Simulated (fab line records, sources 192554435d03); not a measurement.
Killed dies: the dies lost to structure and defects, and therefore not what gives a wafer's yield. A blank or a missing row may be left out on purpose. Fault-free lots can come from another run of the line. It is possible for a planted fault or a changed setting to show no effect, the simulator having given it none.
A struck lot beside a sound one ; flow n5 finfet ; 16 out of 1938 route steps
Sound: wafers L179.4, L179.5, L179.6. The struck wafers were L168.1, L168.2, L168.4. The cause comes at the end.
Per side, at each step with rows, come the tool, then ch with its chambers, and then its first start. Under that, the readings that differ: sound wafers ; struck wafers ; difference of the means ; sigmas: that difference in standard deviations of wafers without a fault.
alike: words and numbers the same on both sides, and readings whose means are apart by under 2 such deviations; not compared: readings that were withheld, readings missing a value for some wafer, numbers with overlapping values and no deviation given by the record, and bounds like >300 which may hide the same value.
Wherever a step has rows on one side only, a row that says differs or no value, or a row with sigmas, the two part there. Numbers that don't overlap but have no deviation are shown without sigmas and don't part them. Lack of a reading on every wafer of one side parts them only where that side has two or more wafers.

first, 1 step without rows for these wafers: N5_BEOL_M1_PRE_CLEAN_45 (time 30 s).
N5_BEOL_M1_ALD_84: deposits TaN, pulse time 2 s, purge time 3 s, co reactant purge time 2 s.
  sound on ald metal-01 ch 0,1, day 11 03:59; struck on ald metal-01 ch 0,2,3, day 8 08:11
  alike: heater power w
N5_BEOL_M1_SURFACE_TREAT_85:
  sound on pvd sputter-02 at day 11 04:32; struck on pvd sputter-02 at day 8 08:25
  alike: ar flow sccm
  not compared: throttle valve pct
then, 3 steps without rows for these wafers: N5_BEOL_M1_CVD_47 (deposits Co from CCTBA/H2, target thk 3 nm, time 223.8 s); N5_BEOL_M1_SPUTTER_48 (material Cu, target thk 4.5 nm, time 8.29 s); N5_BEOL_M1_ANNEAL_49 (time 240 s).
N5_BEOL_M1_SPUTTER_79: material Cu, target thk 4.5 nm, time 8.29 s.
  sound on pvd sputter-03 at day 11 04:58; struck on pvd sputter-03 at day 8 08:58
  alike: chamber pressure pa, chuck gas flow sccm, substrate temp c, throttle valve pct
then, 1 step without rows for these wafers: N5_BEOL_M1_ANNEAL_80 (time 240 s).
N5_BEOL_M1_SPUTTER_81: material Cu, target thk 4.5 nm, time 8.29 s.
  sound on pvd sputter-03 at day 11 05:11; struck on pvd sputter-03 at day 8 09:11
  alike: chamber pressure pa, chuck gas flow sccm, substrate temp c, throttle valve pct
then, 2 steps without rows for these wafers: N5_BEOL_M1_ANNEAL_82 (time 240 s); N5_BEOL_M1_SPUTTER_86 (material Cu, target thk 4.5 nm, time 8.29 s).
N5_BEOL_M1_ANNEAL_87: time 240 s.
  sound on pvd sputter-03 at day 11 05:29; struck on pvd sputter-03 at day 8 09:29
  alike: heater power w
N5_BEOL_M1_SPUTTER_88: material Cu, target thk 4.5 nm, time 8.29 s.
  sound on pvd sputter-03 at day 11 05:38; struck on pvd sputter-03 at day 8 09:37
  no value came back on the struck wafers for chamber pressure pa (Pa), chuck gas flow sccm (sccm), substrate temp c (C), throttle valve pct (%); on the sound wafers chamber pressure pa (Pa) reads 0.07004 0.07024 0.06997
then, 1 step without rows for these wafers: N5_BEOL_M1_ANNEAL_89 (time 240 s).
N5_BEOL_M4_RC_MEAS_101:
  the record has rows for the sound wafers here (prober-01 ch 0, day 12 22:17) and none for the struck ones
N5_PASSIVATION_PROBE_49:
  rows exist in the record for the sound wafers here (prober-02, day 17 04:04), none for the struck ones

WHERE THEY PART
Last at N5_PASSIVATION_PROBE_49 as far as this record goes, first at N5_BEOL_M1_SPUTTER_88.

WHY: what the simulator had put in
Step skipped in full: pvd sputter-03, at N5_BEOL_M1_SPUTTER_88, from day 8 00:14 onward. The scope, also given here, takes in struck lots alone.
